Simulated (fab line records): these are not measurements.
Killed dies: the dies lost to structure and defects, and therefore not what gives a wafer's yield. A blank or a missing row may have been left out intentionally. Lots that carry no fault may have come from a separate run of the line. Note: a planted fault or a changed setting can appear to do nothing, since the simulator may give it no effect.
fab line records | flow nand-harc
record: lots: 12 | wafers: 36 | last-day: 33
route steps=1302 shown THIN_TSV@1259 END@1302
lots that met no fault: taken from a fault-free run of the same line
start-h: the number of hours between the record's first day and the start of the first shown wafer of the lot | wait-h: how many hours have passed since the lot's step before this one | " repeats the value in the row above | L1.1+2: one row covering several wafers at once | - value missing, or start not given | * or withheld: withheld | < > ~ a bound
route shown NAME@n: a module of which the file shows steps, and the number in the route of the first | usual: mean and standard deviation over wafers with no fault | same: alike in all rows | chamber/n: place in a boat | sites: readings site by site | _std_site: how widely they spread, as a standard deviation | _edge_site: mean of outer sites minus mean of inner sites | radius-mm: how far each site lies from the wafer's centre | mask NAME#n: copy n | behind: tool/chamber where the wafer was last shaped | hold: cause of the lot's hold/its duration in hours/its outcome | device: transistor that didn't switch, given as n, p or np | end of line: at the end of the route, the tests of the same wafers | a step given without rows: its recipe and nothing more | killed: at the first sort, the dies lost to defects and structure; wafer yield is something else | map: a wafer's dies, x killed, . not, _ none there
set.NAME: the setting that was run; set.NAME@STEP: the one run at that earlier step | model.NAME: the simulator's own value behind a step, which no gauge read
a sample of lots followed through the steps of the route, with each step as a table and each wafer as a row
services: from which hour (start-h, from the record's first day; less than 0 if before it) a tool's chamber was out of use, for how many hours, and why
== steps ==
step: NHARC_THIN_TSV_CD_MEAS_12
recipe: target-cd-nm: 1000 | landing-energy-ev: 500
usual: cd-nm: 999.6/1.9
lot.wafer | tool      | chamber | start-h | wait-h | cd-nm
L187.2    | cd-sem-02 | 0       | 540.69  | -      | 1000.2
L187.5    | "         | 0       | "       | "      | 1003.0
L187.6    | "         | 0       | "       | "      | 1000.0
L188.1    | cd-sem-02 | 0       | 569.52  | -      | 996.7
L188.2    | "         | 0       | "       | "      | 995.4
L188.5    | "         | 0       | "       | "      | 996.6
L191.1    | cd-sem-02 | 0       | 582.55  | -      | 993.1
L191.2    | "         | 0       | "       | "      | 997.5
L191.5    | "         | 0       | "       | "      | 996.8
L189.1    | cd-sem-02 | 0       | 583.62  | -      | 998.4
L189.4    | "         | 0       | "       | "      | 999.8
L189.6    | "         | 0       | "       | "      | 999.2
L190.4    | cd-sem-01 | 0       | 587.11  | -      | 998.6
L190.5    | "         | 0       | "       | "      | 1000.2
L190.6    | "         | 0       | "       | "      | 997.9
L192.2    | cd-sem-02 | 0       | 599.93  | -      | 1000.9
L192.3    | "         | 0       | "       | "      | 1001.6
L192.6    | "         | 0       | "       | "      | 1000.3
L193.1    | cd-sem-01 | 0       | 622.57  | -      | 995.5
L193.4    | "         | 0       | "       | "      | 997.5
L193.6    | "         | 0       | "       | "      | 997.2
L194.1    | cd-sem-02 | 0       | 623.76  | -      | 1000.3
L194.3    | "         | 0       | "       | "      | 1000.8
L194.5    | "         | 0       | "       | "      | 999.3
L196.2    | cd-sem-01 | 0       | 642.33  | -      | 998.4
L196.3    | "         | 0       | "       | "      | 999.3
L196.5    | "         | 0       | "       | "      | 999.7
L205.1    | cd-sem-02 | 0       | 727.45  | -      | 1001.3
L205.4    | "         | 0       | "       | "      | 1001.7
L205.5    | "         | 0       | "       | "      | 1000.4
L206.1    | cd-sem-02 | 0       | 746.73  | -      | 1000.7
L206.5    | "         | 0       | "       | "      | 1002.1
L206.6    | "         | 0       | "       | "      | 1003.9
L209.1    | cd-sem-02 | 0       | 759.50  | -      | 998.5
L209.3    | "         | 0       | "       | "      | 1001.0
L209.5    | "         | 0       | "       | "      | 999.1
step: NHARC_THIN_TSV_ETCH_44
recipe: target-depth-a: 15942 | time-s: 797.1 | cf4-flow-sccm: 150 | o2-flow-sccm: 10 | ar-flow-sccm: 0 | rf-w: 300 | bias-w: 800 | chemistry: CF4/O2
usual: drypump-motor-current-A: 5.7/0.38 | oes-product-au: 1.001/0.012 | rf-fwd-power-W: 299.8/0.94 | rf-vpp-V: 795/4.9 | showerhead-plenum-p-Torr: 1.84/0.077 | throttle-valve-pct: 16.913/0.0088
lot.wafer | tool        | chamber | start-h | wait-h | drypump-motor-current-A | oes-product-au | rf-fwd-power-W | rf-hours-counter-h | rf-vpp-V | showerhead-plenum-p-Torr | throttle-valve-pct
L187.2    | rie-diel-08 | 1       | 541.11  | 0.2    | 5.5                     | 1.004          | 300.5          | 7.9                | 794      | 1.83                     | 16.917
L187.6    | "           | 2       | "       | "      | 5.9                     | 1.006          | 299.9          | -                  | 801      | 1.96                     | 16.930
L187.5    | "           | 3       | "       | "      | 5.9                     | 0.985          | 298.6          | -                  | 797      | 1.86                     | 16.923
L188.2    | rie-diel-08 | 0       | 569.86  | 0.1    | 5.7                     | 1.002          | 300.5          | 1.7                | 797      | 1.89                     | 16.922
L188.1    | "           | 1       | "       | "      | 5.6                     | 0.982          | 300.3          | 1.1                | 793      | 1.83                     | 16.921
L188.5    | "           | 1       | "       | "      | 5.5                     | 0.989          | 301.7          | -                  | 796      | 1.83                     | 16.912
L191.1    | rie-diel-04 | 2       | 582.90  | 0.2    | 6.2                     | 1.008          | 298.3          | 2.1                | 801      | 1.94                     | 16.920
L191.2    | "           | 3       | "       | "      | 5.5                     | 1.012          | 299.3          | 2.4                | 788      | 1.71                     | 16.904
L191.5    | "           | 1       | "       | "      | 5.3                     | 0.993          | 300.4          | -                  | 794      | 1.82                     | 16.910
L189.4    | rie-diel-08 | 0       | 583.87  | 0.1    | 5.7                     | 1.012          | 299.3          | 2.6                | 797      | 1.89                     | 16.907
L189.1    | "           | 3       | "       | "      | 5.9                     | 0.997          | 300.7          | 2.6                | 796      | 1.85                     | 16.915
L189.6    | "           | 1       | "       | "      | 5.5                     | 0.980          | 299.2          | -                  | 795      | 1.83                     | 16.900
L190.4    | rie-diel-13 | 3       | 587.34  | 0.1    | 6.5                     | 1.009          | 298.8          | 4.3                | 789      | 1.75                     | 16.917
L190.6    | "           | 3       | "       | "      | 6.5                     | 1.015          | 299.2          | -                  | 787      | 1.75                     | 16.888
L190.5    | "           | 0       | "       | "      | 5.2                     | 1.006          | 298.6          | -                  | 798      | 1.87                     | 16.911
L192.2    | rie-diel-08 | 2       | 600.23  | 0.1    | 5.9                     | 1.006          | 300.2          | 1.8                | 802      | 1.96                     | 16.909
L192.3    | "           | 3       | "       | "      | 6.0                     | 0.980          | 299.1          | 3.1                | 797      | 1.85                     | 16.893
L192.6    | "           | 2       | "       | "      | 5.9                     | 0.996          | 299.8          | -                  | 804      | 1.96                     | 16.916
L193.4    | rie-diel-04 | 2       | 622.93  | 0.2    | 6.2                     | 1.007          | 299.0          | 3.7                | 801      | 1.94                     | 16.912
L193.1    | "           | 3       | "       | "      | 5.5                     | 1.015          | 299.1          | 4.2                | 787      | 1.71                     | 16.913
L193.6    | "           | 0       | "       | "      | 5.5                     | 0.983          | 300.7          | -                  | 795      | 1.83                     | 16.925
L194.3    | rie-diel-13 | 3       | 624.01  | 0.1    | 6.5                     | 1.014          | 302.2          | 5.3                | 789      | 1.75                     | 16.921
L194.1    | "           | 2       | "       | "      | 5.4                     | 1.001          | 298.7          | 4.0                | 802      | 1.95                     | 16.937
L194.5    | "           | 0       | "       | "      | 5.2                     | 1.003          | 299.5          | -                  | 797      | 1.87                     | 16.905
L196.3    | rie-diel-08 | 3       | 642.69  | 0.2    | 5.9                     | 1.001          | 299.4          | 4.6                | 795      | 1.85                     | 16.929
L196.2    | "           | 0       | "       | "      | 5.7                     | 1.001          | 299.2          | 4.9                | 798      | 1.89                     | 16.918
L196.5    | "           | 1       | "       | "      | 5.6                     | 0.971          | 300.6          | -                  | 793      | 1.83                     | 16.922
L205.1    | rie-diel-04 | 2       | 727.87  | 0.2    | 6.3                     | 1.000          | 298.2          | 2.1                | 800      | 1.94                     | 16.923
L205.5    | "           | 0       | "       | "      | 5.5                     | 1.244          | 420.5          | -                  | 793      | 1.82                     | 16.905
L205.4    | "           | 2       | "       | "      | 6.3                     | 1.000          | 298.9          | -                  | 801      | 1.94                     | 16.911
L206.1    | rie-diel-04 | 3       | 747.15  | 0.2    | 5.5                     | 1.005          | 300.4          | 2.0                | 788      | 1.71                     | 16.914
L206.5    | "           | 0       | "       | "      | 5.5                     | 1.244          | 420.4          | -                  | 793      | 1.82                     | 16.911
L206.6    | "           | 1       | "       | "      | 5.3                     | 1.021          | 300.2          | -                  | 794      | 1.82                     | 16.923
L209.1    | rie-diel-13 | 3       | 759.80  | 0.1    | 6.5                     | 1.002          | 298.6          | 3.8                | 789      | 1.74                     | 16.908
L209.3    | "           | 0       | "       | "      | 5.2                     | 0.987          | 299.1          | 4.0                | 795      | 1.87                     | 16.917
L209.5    | "           | 2       | "       | "      | 5.4                     | 0.991          | 299.5          | -                  | 802      | 1.95                     | 16.916
step: NHARC_THIN_TSV_ETCHBACK_48
recipe: target-depth-a: 10285 | over-etch-frac: 0.3 | time-s: 405.17 | ion-energy-ev: 250 | c4f8-flow-sccm: withheld | ar-flow-sccm: withheld | rf-w: 600 | bias-w: 300 | chemistry: C4F8/Ar
usual: oes-product-au: 0.932/0.022 | rf-vpp-V: 547/3.2
lot.wafer | tool        | chamber | start-h | wait-h | oes-product-au | rf-hours-counter-h | rf-vpp-V
L187.2    | rie-diel-08 | 0       | 543.05  | -      | 0.922          | 8.8                | 549
L187.6    | "           | 1       | "       | "      | 0.916          | -                  | 548
L187.5    | "           | 2       | "       | "      | 0.921          | -                  | 552
L188.2    | rie-diel-08 | 2       | 571.98  | -      | 1.002          | 0.9                | 551
L188.1    | "           | 3       | "       | "      | 0.956          | 2.1                | 549
L188.5    | "           | 0       | "       | "      | 0.968          | -                  | 550
L191.2    | rie-diel-13 | 1       | 584.78  | -      | 0.911          | 3.2                | 547
L191.1    | "           | 3       | "       | "      | 0.928          | 3.9                | 542
L191.5    | "           | 2       | "       | "      | 0.929          | -                  | 552
L189.4    | rie-diel-13 | 3       | 585.86  | -      | 0.931          | 4.0                | 545
L189.1    | "           | 0       | "       | "      | 0.926          | 4.3                | 546
L189.6    | "           | 3       | "       | "      | 0.939          | -                  | 542
L190.4    | rie-diel-04 | 1       | 589.42  | -      | 0.923          | 2.9                | 546
L190.6    | "           | 3       | "       | "      | 0.923          | -                  | 540
L190.5    | "           | 0       | "       | "      | 0.915          | -                  | 546
L192.3    | rie-diel-04 | 3       | 602.20  | -      | 0.930          | 3.3                | 541
L192.2    | "           | 1       | "       | "      | 0.908          | 3.3                | 546
L192.6    | "           | 2       | "       | "      | 0.925          | -                  | 552
L193.4    | rie-diel-08 | 1       | 624.81  | -      | 0.903          | 3.9                | 545
L193.1    | "           | 2       | "       | "      | 0.920          | 2.8                | 552
L193.6    | "           | 2       | "       | "      | 0.926          | -                  | 551
L194.3    | rie-diel-08 | 3       | 626.00  | -      | 0.917          | 4.1                | 547
L194.1    | "           | 1       | "       | "      | 0.910          | 4.1                | 547
L194.5    | "           | 3       | "       | "      | 0.924          | -                  | 548
L196.2    | rie-diel-13 | 0       | 644.60  | -      | 0.941          | 6.6                | 548
L196.3    | "           | 1       | "       | "      | 0.913          | 4.9                | 545
L196.5    | "           | 0       | "       | "      | 0.934          | -                  | 547
L205.1    | rie-diel-04 | 1       | 729.86  | -      | 0.978          | 2.5                | 546
L205.4    | "           | 0       | "       | "      | 0.950          | -                  | 545
L205.5    | "           | 2       | "       | "      | 0.968          | -                  | 551
L206.1    | rie-diel-04 | 3       | 749.03  | -      | 0.934          | 2.2                | 541
L206.6    | "           | 3       | "       | "      | 0.938          | -                  | 541
L206.5    | "           | 0       | "       | "      | 0.935          | -                  | 547
L209.1    | rie-diel-04 | 0       | 761.77  | -      | 0.924          | 5.3                | 547
L209.3    | "           | 2       | "       | "      | 0.925          | 5.0                | 552
L209.5    | "           | 0       | "       | "      | 0.920          | -                  | 547
step: NHARC_THIN_TSV_DEGAS_49
recipe: temp-c: 300 | time-s: 120
usual: heater-power-w: 508/41
lot.wafer | tool           | chamber | start-h | wait-h | heater-power-w
L187.2    | pvd-sputter-01 | -       | 543.49  | 0.2    | 536
L187.6    | "              | -       | "       | "      | 480
L187.5    | "              | -       | "       | "      | 498
L188.2    | pvd-sputter-01 | -       | 572.46  | 0.2    | 499
L188.1    | "              | -       | "       | "      | 493
L188.5    | "              | -       | "       | "      | 523
L191.2    | pvd-sputter-02 | -       | 585.33  | 0.2    | 510
L191.1    | "              | -       | "       | "      | 560
L191.5    | "              | -       | "       | "      | 565
L189.4    | pvd-sputter-02 | -       | 586.40  | 0.1    | 491
L189.1    | "              | -       | "       | "      | 565
L189.6    | "              | -       | "       | "      | 491
L190.4    | pvd-sputter-02 | -       | 589.91  | 0.1    | 555
L190.6    | "              | -       | "       | "      | 569
L190.5    | "              | -       | "       | "      | 474
L192.3    | pvd-sputter-02 | -       | 602.69  | 0.1    | 576
L192.2    | "              | -       | "       | "      | 496
L192.6    | "              | -       | "       | "      | 578
L193.4    | pvd-sputter-01 | -       | 625.35  | 0.1    | 496
L193.1    | "              | -       | "       | "      | 541
L193.6    | "              | -       | "       | "      | 510
L194.3    | pvd-sputter-01 | -       | 626.53  | 0.1    | 509
L194.1    | "              | -       | "       | "      | 498
L194.5    | "              | -       | "       | "      | 546
L196.2    | pvd-sputter-01 | -       | 645.10  | 0.2    | 551
L196.3    | "              | -       | "       | "      | 542
L196.5    | "              | -       | "       | "      | 499
L205.4    | pvd-sputter-02 | -       | 730.43  | 0.1    | 507
L205.1    | "              | -       | "       | "      | 515
L205.5    | "              | -       | "       | "      | 570
L206.1    | pvd-sputter-02 | -       | 749.58  | 0.2    | 489
L206.6    | "              | -       | "       | "      | 573
L206.5    | "              | -       | "       | "      | 499
L209.3    | pvd-sputter-03 | -       | 762.28  | 0.1    | 419
L209.1    | "              | -       | "       | "      | 468
L209.5    | "              | -       | "       | "      | 521
step: NHARC_END_SORT_01
recipe: temp-c: 25
usual: defect-limited-yield: 91/3 | killed-at-array: 59/20 | killed-at-other: 0.8/1 | killed-at-periphery: 3.2/2.1 | killed-dies: 63/21 | killed-open: 3.0/1.9 | killed-short: 2.3/1.5
same: gross-dies: 677
lot.wafer | tool      | chamber | start-h | wait-h | defect-limited-yield[%] | killed-at-array | killed-at-other | killed-at-periphery | killed-dies | killed-open | killed-short
L187.2    | prober-02 | 0       | 556.20  | 2.8    | 89                      | 69              | 3               | 1                   | 73          | 6           | 1
L187.5    | prober-02 | 0       | 558.56  | 3.6    | 90                      | 64              | 1               | 1                   | 66          | 3           | 2
L187.6    | prober-02 | 0       | 559.35  | 3.9    | 90                      | 65              | 2               | 4                   | 71          | 2           | 1
L188.1    | prober-02 | 0       | 585.57  | 2.5    | 96                      | 23              | 0               | 2                   | 25          | 2           | 3
L188.2    | prober-02 | 0       | 586.36  | 2.8    | 97                      | 21              | 1               | 1                   | 23          | 2           | 2
L188.5    | prober-02 | 0       | 588.75  | 3.7    | 96                      | 21              | 1               | 3                   | 25          | 8           | 3
L189.1    | prober-01 | 0       | 597.57  | 2.5    | 87                      | 81              | 4               | 0                   | 85          | 5           | 5
L189.4    | prober-01 | 0       | 599.98  | 3.4    | 87                      | 82              | 5               | 2                   | 89          | 6           | 3
L189.6    | prober-01 | 0       | 601.58  | 4.0    | 88                      | 78              | 2               | 2                   | 82          | 3           | 2
L191.1    | prober-02 | 0       | 597.61  | 2.5    | 95                      | 29              | 1               | 2                   | 32          | 7           | 2
L191.2    | prober-02 | 0       | 598.41  | 2.8    | 96                      | 26              | 0               | 2                   | 28          | 2           | 1
L191.5    | prober-02 | 0       | 600.81  | 3.7    | 96                      | 22              | 1               | 1                   | 24          | 1           | 1
L190.4    | prober-01 | 0       | 607.76  | 3.4    | 96                      | 25              | 0               | 1                   | 26          | 3           | 0
L190.5    | prober-01 | 0       | 608.55  | 3.7    | 96                      | 20              | 0               | 4                   | 24          | 6           | 0
L190.6    | prober-01 | 0       | 609.34  | 4.0    | 95                      | 30              | 0               | 3                   | 33          | 4           | 6
L192.2    | prober-02 | 0       | 616.02  | 2.8    | 89                      | 75              | 0               | 2                   | 77          | 2           | 4
L192.3    | prober-02 | 0       | 616.83  | 3.1    | 87                      | 83              | 2               | 3                   | 88          | 2           | 4
L192.6    | prober-02 | 0       | 619.26  | 4.0    | 88                      | 70              | 0               | 8                   | 78          | 8           | 4
L193.1    | prober-01 | 0       | 637.49  | 2.5    | 91                      | 59              | 0               | 2                   | 61          | 3           | 2
L193.4    | prober-01 | 0       | 639.88  | 3.4    | 90                      | 68              | 0               | 1                   | 69          | 1           | 1
L193.6    | prober-01 | 0       | 641.47  | 4.0    | 89                      | 74              | 0               | 3                   | 77          | 3           | 4
L194.1    | prober-02 | 0       | 645.30  | 2.5    | 90                      | 56              | 0               | 9                   | 65          | 6           | 1
L194.3    | prober-02 | 0       | 646.93  | 3.1    | 91                      | 57              | 0               | 7                   | 64          | 4           | 4
L194.5    | prober-02 | 0       | 648.55  | 3.8    | 91                      | 56              | 0               | 4                   | 60          | 2           | 1
killed by level:class
L187.2 A_CHANNEL_HOLE_D1:chamber-film-flake=26 A_SLIT:chamber-film-flake=21 A_CHANNEL_HOLE_D2:chamber-film-flake=9 A_CONTACT:chamber-film-flake=4 A_STAIRCASE:chamber-film-flake=3 A_DECK1_JOINT:geometric-particle:open=2 THIN_TSV:chamber-film-flake=2 A_ONON_D1:geometric-particle:open=1
L187.5 A_CHANNEL_HOLE_D1:chamber-film-flake=27 A_SLIT:chamber-film-flake=24 A_CHANNEL_HOLE_D2:chamber-film-flake=5 A_CONTACT:chamber-film-flake=3 P_M1:geometric-particle:open=1 A_ONON_D1:geometric-particle:short=1 A_CHANNEL_HOLE_D1:geometric-particle:short=1 A_DECK1_JOINT:geometric-particle:open=1
L187.6 A_CHANNEL_HOLE_D1:chamber-film-flake=30 A_SLIT:chamber-film-flake=21 A_CHANNEL_HOLE_D2:chamber-film-flake=5 A_STAIRCASE:chamber-film-flake=3 A_CONTACT:chamber-film-flake=3 P_M0:chamber-film-flake=2 THIN_TSV:chamber-film-flake=2 P_M0:geometric-particle:open=1
L188.1 A_CHANNEL_HOLE_D2:chamber-film-flake=7 A_CONTACT:chamber-film-flake=6 A_CHANNEL_HOLE_D1:chamber-film-flake=2 A_CHANNEL_FILL_D1:geometric-particle:open=1 A_ONON_D2:geometric-particle:short=1 A_CHANNEL_FILL_D2:geometric-particle:short=1 A_CHANNEL_FILL_D2:geometric-particle:open=1 A_WL_FILL:geometric-particle:short=1
L188.2 A_CHANNEL_HOLE_D2:chamber-film-flake=11 A_CONTACT:chamber-film-flake=4 A_DECK1_JOINT:geometric-particle:short=1 A_SGD_CUT:geometric-particle:open=1 A_CONTACT:geometric-particle:short=1 A_M0:geometric-particle:open=1 P_GATE:chamber-film-flake=1 A_CHANNEL_HOLE_D1:chamber-film-flake=1
L188.5 A_CHANNEL_HOLE_D2:chamber-film-flake=7 A_CHANNEL_FILL_D1:geometric-particle:open=2 A_DECK1_JOINT:geometric-particle:short=2 A_CONTACT:chamber-film-flake=2 P_CONTACT:geometric-particle:open=1 P_M1:geometric-particle:open=1 A_ONON_D1:geometric-particle:short=1 A_DECK1_JOINT:geometric-particle:open=1
L189.1 A_CHANNEL_HOLE_D1:chamber-film-flake=28 A_SLIT:chamber-film-flake=25 A_CHANNEL_HOLE_D2:chamber-film-flake=9 A_CONTACT:chamber-film-flake=5 THIN_TSV:chamber-film-flake=3 A_CHANNEL_FILL_D2:chamber-film-flake=2 A_STAIRCASE:chamber-film-flake=2 A_ONON_D1:geometric-particle:open=1
L191.1 A_CHANNEL_HOLE_D2:chamber-film-flake=11 A_M0:geometric-particle:open=3 A_WL_FILL:chamber-film-flake=3 A_STAIRCASE:chamber-film-flake=2 A_CHANNEL_FILL_D1:geometric-particle:short=1 A_CHANNEL_FILL_D1:geometric-particle:open=1 A_DECK1_JOINT:geometric-particle:open=1 A_CHANNEL_HOLE_D2:geometric-particle:short=1
L191.2 A_CHANNEL_HOLE_D2:chamber-film-flake=15 A_CHANNEL_HOLE_D1:chamber-film-flake=2 A_WL_FILL:chamber-film-flake=2 A_CONTACT:chamber-film-flake=2 P_M0:geometric-particle:open=1 A_CHANNEL_HOLE_D1:geometric-particle:open=1 A_CHANNEL_FILL_D1:geometric-particle:short=1 P_STI:chamber-film-flake=1
L189.4 A_CHANNEL_HOLE_D1:chamber-film-flake=32 A_SLIT:chamber-film-flake=26 A_CHANNEL_HOLE_D2:chamber-film-flake=10 THIN_TSV:chamber-film-flake=5 A_WL_FILL:chamber-film-flake=3 A_CHANNEL_FILL_D2:geometric-particle:short=2 A_STAIRCASE:chamber-film-flake=2 P_M1:geometric-particle:open=1
L191.5 A_CHANNEL_HOLE_D2:chamber-film-flake=14 A_STAIRCASE:chamber-film-flake=3 A_CHANNEL_HOLE_D1:geometric-particle:short=1 A_BLC:geometric-particle:open=1 P_GATE:chamber-film-flake=1 A_DECK1_JOINT:chamber-film-flake=1 A_CHANNEL_FILL_D2:chamber-film-flake=1 A_CONTACT:chamber-film-flake=1
L189.6 A_CHANNEL_HOLE_D1:chamber-film-flake=31 A_SLIT:chamber-film-flake=27 A_CHANNEL_HOLE_D2:chamber-film-flake=9 A_STAIRCASE:chamber-film-flake=3 THIN_TSV:chamber-film-flake=2 A_ONON_D1:geometric-particle:open=1 A_CHANNEL_FILL_D1:geometric-particle:short=1 A_DECK1_JOINT:geometric-particle:short=1
L190.4 A_CHANNEL_HOLE_D2:chamber-film-flake=13 A_DECK1_JOINT:chamber-film-flake=3 A_STAIRCASE:chamber-film-flake=2 A_CONTACT:chamber-film-flake=2 A_CHANNEL_FILL_D1:geometric-particle:open=1 A_CHANNEL_FILL_D2:geometric-particle:open=1 A_M0:geometric-particle:open=1 P_GATE:chamber-film-flake=1
L190.5 A_CHANNEL_HOLE_D2:chamber-film-flake=7 A_CONTACT:chamber-film-flake=3 P_M0:geometric-particle:open=2 A_STAIRCASE:chamber-film-flake=2 A_CHANNEL_HOLE_D1:geometric-particle:open=1 A_CHANNEL_FILL_D1:geometric-particle:open=1 A_DECK1_JOINT:geometric-particle:open=1 A_CHANNEL_HOLE_D2:geometric-particle:open=1
L190.6 A_CHANNEL_HOLE_D2:chamber-film-flake=8 A_CHANNEL_HOLE_D1:chamber-film-flake=3 A_STAIRCASE:chamber-film-flake=3 A_CONTACT:chamber-film-flake=3 A_ONON_D1:geometric-particle:open=2 A_CHANNEL_FILL_D1:geometric-particle:short=2 A_DECK1_JOINT:chamber-film-flake=2 P_CONTACT:geometric-particle:short=1
L192.2 A_SLIT:chamber-film-flake=28 A_CHANNEL_HOLE_D1:chamber-film-flake=26 A_CHANNEL_HOLE_D2:chamber-film-flake=6 A_STAIRCASE:chamber-film-flake=3 A_CONTACT:chamber-film-flake=3 A_CHANNEL_FILL_D1:geometric-particle:open=2 A_WL_FILL:geometric-particle:short=2 A_ZERO_WELL:chamber-film-flake=2
L192.3 A_SLIT:chamber-film-flake=30 A_CHANNEL_HOLE_D1:chamber-film-flake=29 A_CHANNEL_HOLE_D2:chamber-film-flake=8 A_STAIRCASE:chamber-film-flake=5 A_CONTACT:chamber-film-flake=2 THIN_TSV:chamber-film-flake=2 A_CHANNEL_FILL_D1:geometric-particle:short=1 A_ONON_D2:geometric-particle:open=1
L192.6 A_SLIT:chamber-film-flake=25 A_CHANNEL_HOLE_D1:chamber-film-flake=24 A_CHANNEL_HOLE_D2:chamber-film-flake=9 P_ZERO_WELL:chamber-film-flake=3 P_M0:geometric-particle:open=2 P_STI:chamber-film-flake=2 P_CONTACT:geometric-particle:open=1 A_CHANNEL_FILL_D1:geometric-particle:open=1
L193.1 A_SLIT:chamber-film-flake=28 A_CHANNEL_HOLE_D2:chamber-film-flake=9 A_CONTACT:chamber-film-flake=4 A_CHANNEL_HOLE_D1:chamber-film-flake=3 A_DECK1_JOINT:chamber-film-flake=3 A_SGD_CUT:chamber-film-flake=3 A_STAIRCASE:chamber-film-flake=2 A_WL_FILL:chamber-film-flake=2
L193.4 A_SLIT:chamber-film-flake=37 A_CHANNEL_HOLE_D2:chamber-film-flake=14 A_CONTACT:chamber-film-flake=6 A_DECK1_JOINT:chamber-film-flake=3 A_WL_FILL:chamber-film-flake=2 A_BLC:geometric-particle:open=1 A_M0:geometric-particle:short=1 P_GATE:chamber-film-flake=1
L193.6 A_SLIT:chamber-film-flake=37 A_CONTACT:chamber-film-flake=13 A_CHANNEL_HOLE_D2:chamber-film-flake=10 A_STAIRCASE:chamber-film-flake=4 A_ONON_D2:geometric-particle:short=2 A_CHANNEL_HOLE_D1:chamber-film-flake=2 P_CONTACT:geometric-particle:open=1 P_M0:geometric-particle:open=1
L194.1 A_CHANNEL_HOLE_D1:chamber-film-flake=22 A_CHANNEL_HOLE_D2:chamber-film-flake=13 A_STAIRCASE:chamber-film-flake=8 P_GATE:chamber-film-flake=5 A_CONTACT:chamber-film-flake=4 A_CHANNEL_FILL_D1:chamber-film-flake=2 A_DECK1_JOINT:chamber-film-flake=2 P_GATE:geometric-particle:open=1
L194.3 A_CHANNEL_HOLE_D1:chamber-film-flake=23 A_CHANNEL_HOLE_D2:chamber-film-flake=17 A_STAIRCASE:chamber-film-flake=5 P_GATE:chamber-film-flake=4 A_CONTACT:chamber-film-flake=4 A_ONON_D2:geometric-particle:short=3 P_CONTACT:geometric-particle:open=2 P_CONTACT:geometric-particle:short=1
L194.5 A_CHANNEL_HOLE_D1:chamber-film-flake=24 A_CHANNEL_HOLE_D2:chamber-film-flake=15 A_STAIRCASE:chamber-film-flake=5 A_CONTACT:chamber-film-flake=5 P_GATE:chamber-film-flake=4 A_CHANNEL_FILL_D1:chamber-film-flake=2 A_SLIT:chamber-film-flake=2 A_CHANNEL_FILL_D2:geometric-particle:short=1
== services ==
tool           | chamber | start-h | hours | kind
rie-diel-13    | -       | 519.00  | 9.0   | pm
pvd-sputter-03 | -       | 526.00  | 10.0  | pm
rie-diel-04    | -       | 531.96  | 9.0   | pm
rie-diel-08    | -       | 544.80  | 9.0   | pm
pvd-sputter-01 | -       | 544.95  | 6.3   | repair
rie-diel-04    | 0       | 549.16  | 8.1   | repair
rie-diel-08    | 1       | 556.27  | 8.8   | repair
rie-diel-08    | 2       | 560.38  | 10.7  | repair
rie-diel-08    | 0       | 587.32  | 3.5   | repair
pvd-sputter-01 | -       | 595.15  | 10.0  | pm
rie-diel-13    | 2       | 601.19  | 1.8   | repair
pvd-sputter-01 | -       | 611.79  | 6.4   | repair
rie-diel-08    | 0       | 628.13  | 2.9   | repair
pvd-sputter-02 | -       | 641.98  | 10.0  | pm
rie-diel-08    | 1       | 662.45  | 3.9   | repair
rie-diel-13    | -       | 666.35  | 0.9   | repair
rie-diel-08    | -       | 678.96  | 0.9   | repair
rie-diel-13    | -       | 696.00  | 9.0   | pm
rie-diel-04    | -       | 708.96  | 9.0   | pm
pvd-sputter-02 | -       | 714.70  | 1.2   | repair
rie-diel-08    | 1       | 718.73  | 14.0  | repair
rie-diel-08    | -       | 721.80  | 9.0   | pm
rie-diel-04    | 3       | 726.15  | 7.9   | repair
rie-diel-08    | -       | 733.80  | 51.4  | repair
== key ==
first-sign: step: NHARC_THIN_TSV_ETCH_44 | reading: rf-fwd-power-W | direction: up | sigmas: 99+ | usual: * | struck: *
effect: step: NHARC_THIN_TSV_ETCH_44 | reading: oes-product-au | direction: up | sigmas: 20 | usual: 1.001 | struck: 1.244
met-at NHARC_THIN_TSV_ETCH_44
struck-lots L205,L206
struck-wafers L205.5,L206.5
not-acting-at NHARC_THIN_TSV_CD_MEAS_12,NHARC_THIN_TSV_ETCHBACK_48,NHARC_THIN_TSV_DEGAS_49
onset-between 622.93 727.87
fault: kind: process-parameter-drift | tool: rie-diel-04 | chamber: 0 | onset-h: 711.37 | steps: NHARC_THIN_TSV_ETCH_44 | channel: rf-w | offset: * | shape: step | end-h: 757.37 | acts-in: * | stated: *
